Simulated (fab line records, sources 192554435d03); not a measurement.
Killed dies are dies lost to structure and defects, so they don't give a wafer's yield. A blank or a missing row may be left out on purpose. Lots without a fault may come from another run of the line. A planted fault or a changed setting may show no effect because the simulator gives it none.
fab line records | flow n5_finfet
record lots=9 wafers=27 last_day=17
route steps=1938 shown BEOL_M6@1231 MIM_BOT_ETCH@1866 PASSIVATION@1928
lots that met no fault: from a run of the same line without faults
start_h: hours from the record's first day to the start of the lot's first wafer shown | wait_h: hours since the lot's step before | " the same as in the row above | L1.1+2: a row that stands for several wafers | - no value, or no start given | * or withheld: withheld | < > ~ a bound
route shown NAME@n: a module of which the file shows steps, and the number in the route of the first | usual: mean/standard deviation of fault-free wafers | same: alike in all rows | chamber/n: place in a boat | sites: the reading at each site | _std_site: their standard deviation | _edge_site: outer sites' mean less inner sites' | radius_mm: how far each site lies from the wafer's centre | mask NAME#n: copy n | behind: the tool/chamber that last shaped the wafer | hold: why the lot was held/for how many hours/how that ended | device: the transistor (n, p or np) that didn't switch | end of line: the same wafers' tests at the end of the route | a step without rows: its recipe alone | killed: dies lost to structure and defects at the first sort, not the wafer's yield | map: a wafer's dies, x killed, . not, _ none there
set.NAME: the setting as run; set.NAME@STEP: as run at that earlier step | model.NAME: the simulator's own value behind a step, which no gauge read
steps of the route over a sample of lots; a table a step, a row a wafer
services: from which hour (start_h, from the record's first day; less than 0 if before it) a tool's chamber was out of use, for how many hours, and why
## steps
# step N5_BEOL_M6_ETCH_72
# recipe chemistry=N2/H2 target=underlayer target_depth_a=65 mask_material=CAR-EUV time_s=5.2 ion_energy_ev=200 pressure_mtorr=30 source_w=840 bias_w=150 n2_flow_sccm=200 h2_flow_sccm=200 ends=cleared
# usual drypump_motor_current_A=5.9/0.48 etch_rf_on_time_s=5.20/0.13 oes_product_au=0.67/0.093 rf_fwd_power_W=819.1/2.2 rf_vpp_V=523.9/2.8 showerhead_plenum_p_Torr=2.55/0.093 throttle_valve_pct=17.80/0.23
# columns lot.wafer tool chamber start_h wait_h drypump_motor_current_A etch_rf_on_time_s oes_product_au rf_fwd_power_W rf_hours_counter_h rf_vpp_V showerhead_plenum_p_Torr throttle_valve_pct
L183.1 rie_diel-05 2 188.37 0.0 5.9 5.30 0.58 813.0 243 520.2 2.41 18.15
L183.2 " 0 " " 5.9 5.21 0.58 820.6 238 518.3 2.41 17.87
L183.3 " 3 " " 6.1 5.33 0.58 817.7 229 525.7 2.60 17.59
L184.1 rie_diel-05 0 190.71 0.0 5.9 5.20 0.59 816.7 239 519.2 2.41 17.86
L184.2 " 1 " " 5.0 5.28 0.60 818.3 194 521.2 2.53 17.74
L184.4 " 2 " " 6.0 5.23 0.59 816.8 244 522.4 2.41 18.15
L185.2 rie_diel-05 0 194.17 0.0 5.8 5.26 0.58 820.9 241 520.5 2.41 17.85
L185.3 " 3 " " 6.1 5.37 0.59 818.4 231 523.1 2.60 17.60
L185.5 " 2 " " 5.9 5.31 0.59 820.3 - 520.9 2.41 18.14
L186.2 rie_diel-03 3 207.18 0.0 5.5 5.04 0.75 816.0 52 522.6 2.49 17.84
L186.3 " 2 " " 5.9 5.24 0.60 819.3 235 525.9 2.61 18.47
L186.6 " 1 " " 6.6 4.95 0.74 820.3 - 523.4 2.48 17.59
L187.1 rie_diel-05 3 210.53 0.0 6.2 5.30 0.59 821.2 237 525.5 2.60 17.60
L187.4 " 1 " " 5.0 5.33 0.60 818.1 - 523.1 2.52 17.75
L187.6 " 0 " " 5.9 5.27 0.57 820.0 - 520.3 2.41 17.87
L191.2 rie_diel-05 3 233.84 0.0 6.2 5.31 0.58 817.9 248 524.6 2.59 17.62
L191.4 " 3 " " 6.2 5.30 0.59 817.3 - 524.7 2.60 17.64
L191.6 " 1 " " 5.0 5.28 0.60 821.8 - 524.4 2.52 17.76
L197.1 rie_diel-05 2 265.45 0.0 5.9 5.12 0.80 819.0 17 527.4 2.72 17.77
L197.3 " 3 " " 6.2 5.39 0.57 820.1 261 524.5 2.59 17.65
L197.4 " 0 " " 5.9 5.04 0.86 818.6 0 527.2 2.73 17.41
L196.1 rie_diel-05 0 291.72 0.0 5.8 5.07 0.82 819.5 11 529.8 2.72 17.46
L196.4 " 2 " " 5.9 5.07 0.80 818.9 - 527.7 2.71 17.79
L196.5 " 0 " " 5.9 5.08 0.81 819.3 - 530.0 2.72 17.45
L203.3 rie_diel-03 3 329.22 0.0 5.5 5.20 0.70 825.1 93 522.1 2.47 17.93
L203.5 " 3 " " 5.5 5.14 0.71 818.8 - 518.9 2.47 17.90
L203.6 " 0 " " 5.4 5.33 0.57 818.3 - 522.1 2.49 17.94
# step N5_MIM_BOT_ETCH_ETCH_04
# recipe chemistry=CF4/O2 target=SiNx target_depth_a=260 time_s=13 ion_energy_ev=100 pressure_mtorr=40 source_w=535 bias_w=49 Ar_flow_sccm=100 cf4_flow_sccm=100 O2_flow_sccm=10
# usual drypump_motor_current_A=6.0/0.46 oes_product_au=0.84/0.097 rf_fwd_power_W=531.3/1.7 rf_vpp_V=240/4.4 showerhead_plenum_p_Torr=2.21/0.071 throttle_valve_pct=15.80/0.23
# columns lot.wafer tool chamber start_h wait_h drypump_motor_current_A oes_product_au rf_fwd_power_W rf_hours_counter_h rf_vpp_V showerhead_plenum_p_Torr throttle_valve_pct
L184.1 rie_diel-03 0 262.58 0.0 5.3 0.69 533.7 220 238 2.19 16.12
L184.2 " 1 " " 6.5 0.83 529.7 86 237 2.15 15.74
L184.4 " 1 " " 6.6 0.84 527.7 - 237 2.15 15.74
L183.1 rie_diel-05 3 266.37 0.0 6.1 0.68 532.3 261 232 2.25 15.92
L183.2 " 1 " " 5.0 0.68 531.7 226 234 2.18 15.91
L183.3 " 0 " " 5.8 1.01 533.0 0 239 2.34 15.46
L185.2 rie_diel-05 2 276.51 0.0 5.9 0.95 529.1 21 241 2.34 15.81
L185.3 " 0 " " 5.9 0.98 531.4 4 237 2.34 15.46
L185.5 " 1 " " 5.0 0.69 533.3 - 235 2.18 15.93
L186.2 rie_diel-03 1 284.91 0.0 6.6 0.82 531.4 94 236 2.15 15.76
L186.3 " 3 " " 5.5 0.83 532.0 79 242 2.16 16.07
L186.6 " 1 " " 6.6 0.83 529.9 - 237 2.15 15.75
L187.1 rie_diel-04 0 300.37 0.0 6.6 0.65 531.6 251 244 2.26 15.91
L187.4 " 0 " " 6.6 0.66 532.5 - 244 2.26 15.89
L187.6 " 3 " " 6.1 0.74 532.1 - 247 2.12 15.85
L191.2 rie_diel-03 0 319.26 0.0 5.4 0.68 532.1 239 239 2.18 16.18
L191.4 " 1 " " 6.6 0.81 532.3 107 238 2.14 15.78
L191.6 " 0 " " 5.4 0.68 531.2 - 240 2.18 16.18
L197.1 rie_diel-03 1 347.07 0.0 6.6 0.80 530.2 119 238 2.14 15.80
L197.3 " 2 " " 5.9 0.91 530.3 30 240 2.24 16.09
L197.4 " 3 " " 5.5 0.81 534.4 102 244 2.15 16.11
L196.1 rie_diel-05 1 358.32 0.0 5.0 0.94 532.9 5 233 2.17 15.51
L196.4 " 3 " " 6.2 0.88 532.4 21 232 2.24 15.41
L196.5 " 0 " " 5.9 0.88 533.5 - 237 2.32 15.54
L203.3 rie_diel-05 0 399.12 0.0 5.9 0.87 533.6 49 236 2.32 15.56
L203.5 " 2 " " 6.0 0.87 529.0 - 241 2.33 15.91
L203.6 " 1 " " 5.0 0.90 530.6 - 233 2.17 15.53
# step N5_MIM_BOT_ETCH_STRIP_01
# recipe chemistry=O2 power_w=600 temp_c=60 pressure_mtorr=30 rf_frequency_hz=6e+07 bias_power_w=0 overash_fraction=0.5 o2_flow_sccm=225
# usual drypump_motor_current_A=6.0/0.44 oes_product_au=0.85/0.088 rf_vpp_V=3.5/1.3 showerhead_plenum_p_Torr=2.12/0.082 throttle_valve_pct=16.40/0.24
# same bias_power_w=0
# columns lot.wafer tool chamber start_h wait_h drypump_motor_current_A oes_product_au rf_hours_counter_h rf_vpp_V showerhead_plenum_p_Torr throttle_valve_pct
L184.1 rie_diel-04 0 262.90 0.1 6.5 0.68 236 5.2 2.17 16.57
L184.2 " 2 " " 6.4 0.68 248 3.2 2.04 16.91
L184.4 " 0 " " 6.6 0.68 - 3.5 2.17 16.60
L183.1 rie_diel-05 1 266.69 0.1 5.0 0.70 227 3.3 2.06 16.56
L183.2 " 0 " " 5.9 0.99 0 2.7 2.25 16.22
L183.3 " 2 " " 5.9 0.97 17 5.0 2.24 16.51
L185.2 rie_diel-04 0 276.87 0.1 6.7 0.68 241 3.0 2.17 16.63
L185.3 " 3 " " 6.1 0.75 155 3.5 2.01 16.47
L185.5 " 0 " " 6.6 0.67 - 2.6 2.17 16.59
L186.2 rie_diel-04 0 285.40 0.3 6.7 0.66 245 4.8 2.17 16.62
L186.3 " 3 " " 6.1 0.76 158 2.7 2.01 16.48
L186.6 " 0 " " 6.6 0.68 - 2.1 2.17 16.63
L187.1 rie_diel-05 2 300.69 0.1 5.9 0.89 32 2.6 2.23 16.55
L187.4 " 1 " " 5.0 0.67 - 4.9 2.06 16.58
L187.6 " 0 " " 5.8 0.94 - 3.6 2.24 16.27
L191.2 rie_diel-05 0 319.58 0.1 5.9 0.89 21 2.4 2.24 16.26
L191.4 " 1 " " 5.0 0.67 248 3.7 2.06 16.59
L191.6 " 2 " " 6.0 0.91 - 6.4 2.23 16.57
L197.1 rie_diel-04 0 347.40 0.1 6.6 0.95 6 4.8 2.16 16.21
L197.3 " 2 " " 6.4 0.92 26 3.4 2.03 16.53
L197.4 " 3 " " 6.1 0.76 181 1.0 2.00 16.56
L196.1 rie_diel-04 0 358.69 0.2 6.6 0.93 10 6.7 2.16 16.29
L196.4 " 2 " " 6.4 0.89 30 3.8 2.03 16.57
L196.5 " 0 " " 6.6 0.94 - 1.4 2.16 16.22
L203.3 rie_diel-05 2 399.44 0.1 5.9 0.86 67 5.4 2.22 16.59
L203.5 " 2 " " 5.9 0.86 - 1.4 2.22 16.61
L203.6 " 1 " " 5.0 0.93 - 4.3 2.05 16.20
# step N5_PASSIVATION_DESCUM_46
# recipe chemistry=O2 time_s=7.9 source_power_w=50 bias_power_w=20 pressure_mtorr=20 rf_frequency_hz=2.712e+07 temp_c=40 o2_flow_sccm=225
# usual bias_power_w=20.00/0.059 drypump_motor_current_A=6.0/0.4 oes_product_au=0.85/0.084 rf_fwd_power_W=49.34/0.23 rf_vpp_V=243.3/1.4 showerhead_plenum_p_Torr=2.09/0.079 throttle_valve_pct=20.24/0.27
# columns lot.wafer tool chamber start_h wait_h bias_power_w drypump_motor_current_A oes_product_au rf_fwd_power_W rf_hours_counter_h rf_vpp_V showerhead_plenum_p_Torr throttle_valve_pct
L184.1 rie_diel-05 0 267.47 0.0 20.08 5.8 0.99 49.54 0 247.5 2.24 19.97
L184.2 " 3 " " 19.98 6.1 0.68 49.34 261 243.9 2.12 20.13
L184.4 " 2 " " 20.02 6.0 0.97 49.28 17 244.7 2.23 20.30
L183.1 rie_diel-03 2 275.36 0.4 20.01 6.0 1.00 49.58 2 243.1 2.14 20.65
L183.2 " 1 " " 19.89 6.6 0.82 48.88 92 241.2 2.02 20.08
L183.3 " 3 " " 19.96 5.5 0.84 49.65 77 242.1 2.03 20.41
L185.2 rie_diel-03 0 281.77 0.0 20.12 5.4 0.69 49.26 226 243.8 2.08 20.54
L185.3 " 2 " " 19.95 5.9 0.99 49.40 4 245.5 2.14 20.64
L185.5 " 1 " " 20.01 6.5 0.82 49.09 - 241.8 2.02 20.09
L186.2 rie_diel-03 3 295.45 0.1 19.92 5.5 0.84 49.53 83 242.3 2.03 20.44
L186.3 " 0 " " 19.96 5.4 0.69 49.47 231 241.5 2.07 20.57
L186.6 " 2 " " 20.08 6.0 0.96 49.43 - 244.0 2.14 20.65
L187.1 rie_diel-04 2 306.57 0.2 20.00 6.4 0.96 49.18 8 242.4 2.03 20.24
L187.4 " 1 " " 20.10 6.1 0.92 49.63 - 243.0 2.15 20.04
L187.6 " 2 " " 19.96 6.3 0.96 49.30 - 242.7 2.03 20.23
L191.2 rie_diel-05 3 328.53 0.0 19.98 6.1 0.93 49.47 9 244.6 2.12 19.67
L191.4 " 3 " " 19.97 6.1 0.93 49.36 - 243.5 2.12 19.69
L191.6 " 2 " " 19.91 5.9 0.91 48.97 - 244.4 2.22 20.35
L197.1 rie_diel-03 3 355.79 0.1 19.97 5.5 0.80 49.26 105 241.1 2.02 20.47
L197.3 " 1 " " 19.94 6.6 0.80 49.11 121 243.2 2.01 20.12
L197.4 " 0 " " 19.99 5.3 0.67 49.33 248 242.4 2.07 20.59
L196.1 rie_diel-04 3 366.28 0.0 19.90 6.1 0.74 49.08 188 240.8 1.99 20.26
L196.4 " 2 " " 20.01 6.3 0.89 49.16 32 242.6 2.02 20.26
L196.5 " 1 " " 19.93 6.1 0.87 49.41 - 245.1 2.14 20.06
L203.3 rie_diel-04 3 407.59 0.6 20.00 6.1 0.73 49.12 200 241.8 1.99 20.26
L203.5 " 1 " " 20.01 6.1 0.85 49.38 - 242.9 2.14 20.08
L203.6 " 2 " " 20.00 6.4 0.89 49.44 - 241.5 2.02 20.28
# step N5_PASSIVATION_PROBE_49
# usual defect_limited_yield=91.1/1.4 killed_at_M0_to_M3=34/11 killed_at_M4_up=14/5.7 killed_at_contacts=14/6.9 killed_at_front_end=40/11 killed_at_other=4/3.1 killed_dies=105/17 killed_on_rim=14/4.1 killed_open=70/13 killed_short=34/7.6 sort_bin_5_function=5.3/0.95 sort_bin_6_memory=3.3/0.64 sort_n_pass=1075/17 sort_yield_pct=91.1/1.4
# same gross_dies=1180 killed_at_back_side=0 sort_bin_4_leakage[%]=0 sort_bin_8_speed[%]=0
# columns lot.wafer tool chamber start_h wait_h defect_limited_yield[%] killed_at_M0_to_M3 killed_at_M4_up killed_at_contacts killed_at_front_end killed_at_other killed_dies killed_on_rim killed_open killed_short sort_bin_5_function[%] sort_bin_6_memory[%] sort_n_pass sort_yield_pct[%]
L197.1 prober-01 - 358.83 0.0 83.2 36 110 13 39 0 198 32 72 34 10.1 4.5 982 83.2
L197.3 prober-01 - 358.93 0.1 85.3 28 112 5 25 3 173 25 38 29 8.5 3.1 1007 85.3
L197.4 prober-01 - 358.98 0.2 87.8 23 89 4 27 1 144 28 45 26 7.5 3.1 1036 87.8
L196.1 prober-01 - 369.38 0.0 83.1 31 83 30 44 11 199 36 81 46 10.6 4.3 981 83.1
L196.4 prober-01 - 369.53 0.2 83.0 44 84 11 53 9 201 35 80 48 10.7 4.0 979 83.0
L196.5 prober-01 - 369.58 0.2 85.2 32 82 6 50 5 175 32 66 40 8.1 4.7 1005 85.2
# killed by level:class
L197.1 BEOL_M6:unspecified=91 MOL_CONTACT_COAG:geometric_particle:open=11 BEOL_M0_SAQP:geometric_particle:open=11 FIN_SAQP:geometric_particle:short=10 BEOL_M4:geometric_particle:open=9 BEOL_M0_SAQP:geometric_particle:short=9 FIN_SAQP:geometric_particle:open=7 STI_FIN_REVEAL:geometric_particle:open=6
L197.3 BEOL_M6:unspecified=106 BEOL_M1:geometric_particle:open=7 FIN_SAQP:geometric_particle:short=6 BEOL_M0_SAQP:geometric_particle:short=6 BEOL_M2:geometric_particle:open=5 STI_FIN_REVEAL:geometric_particle:open=3 ILD0:geometric_particle:short=3 MOL_CONTACT_COAG:geometric_particle:open=3
L197.4 BEOL_M6:unspecified=73 BEOL_M4:geometric_particle:open=10 STI_FIN_REVEAL:geometric_particle:open=8 BEOL_M0_SAQP:geometric_particle:short=7 FIN_SAQP:geometric_particle:open=6 BEOL_M0_SAQP:geometric_particle:open=6 BEOL_M2:geometric_particle:open=6 MOL_CONTACT_COAG:geometric_particle:open=4
L196.1 BEOL_M6:unspecified=72 MOL_CONTACT_COAG:geometric_particle:open=15 MOL_CONTACT_COAG:geometric_particle:short=15 FIN_SAQP:geometric_particle:open=13 STI_FIN_REVEAL:geometric_particle:open=12 BEOL_M0_SAQP:geometric_particle:short=8 BEOL_M0_SAQP:geometric_particle:open=8 BEOL_M4:geometric_particle:open=7
L196.4 BEOL_M6:unspecified=73 FIN_SAQP:geometric_particle:open=17 BEOL_M0_SAQP:geometric_particle:short=12 BEOL_M0_SAQP:geometric_particle:open=11 FIN_SAQP:geometric_particle:short=9 MOL_CONTACT_COAG:geometric_particle:open=8 STI_FIN_REVEAL:geometric_particle:open=6 BEOL_M3:geometric_particle:open=6
L196.5 BEOL_M6:unspecified=68 FIN_SAQP:geometric_particle:short=13 FIN_SAQP:geometric_particle:open=9 DUMMY_GATE:geometric_particle:open=9 STI_FIN_REVEAL:geometric_particle:open=8 BEOL_M0_SAQP:geometric_particle:short=6 MOL_CONTACT_COAG:geometric_particle:open=6 BEOL_M2:geometric_particle:open=5
## services
# columns tool chamber start_h hours kind
rie_diel-05 - 172.74 15.6 pm
rie_diel-05 2 209.68 - clean
rie_diel-05 2 209.68 - consumable_replace:focus_ring
rie_diel-05 2 209.68 - consumable_replace:showerhead
rie_diel-05 2 209.68 16.3 scheduled_down
rie_diel-05 2 209.68 16.3 vent_cycle
rie_diel-04 - 223.43 2.3 repair
rie_diel-05 0 226.02 - clean
rie_diel-05 0 226.02 - consumable_replace:focus_ring
rie_diel-05 0 226.02 - consumable_replace:showerhead
rie_diel-05 0 226.02 38.8 scheduled_down
rie_diel-05 0 226.02 38.8 vent_cycle
rie_diel-03 1 242.80 8.4 repair
rie_diel-04 3 254.77 12.9 repair
rie_diel-05 3 274.99 - clean
rie_diel-05 3 274.99 - consumable_replace:focus_ring
rie_diel-05 3 274.99 26.2 scheduled_down
rie_diel-05 3 274.99 26.2 vent_cycle
rie_diel-03 3 308.90 6.4 repair
rie_diel-04 3 323.50 7.8 repair
rie_diel-05 1 327.90 - clean
rie_diel-04 0 329.44 10.8 repair
rie_diel-03 0 331.16 12.6 repair
rie_diel-04 - 398.00 2.8 pm
## key
first_sign step=N5_PASSIVATION_PROBE_49 reading=killed_at_M4_up direction=up sigmas=14 usual=14 struck=93
effect step=N5_PASSIVATION_PROBE_49 reading=killed_dies direction=up sigmas=4.6 usual=105 struck=182
more_kills_born_at N5_BEOL_M6_ETCH_72@rie_diel-05=483
met_at N5_BEOL_M6_ETCH_72
struck_lots L196,L197
not_acting_at N5_MIM_BOT_ETCH_ETCH_04,N5_MIM_BOT_ETCH_STRIP_01,N5_PASSIVATION_DESCUM_46
onset_between 233.84 265.45
fault kind=chamber_particle_source tool=rie_diel-05 chamber=- onset_h=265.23 steps=N5_BEOL_M6_ETCH_72 rate_per_visit_cm2=1.0766 end_h=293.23
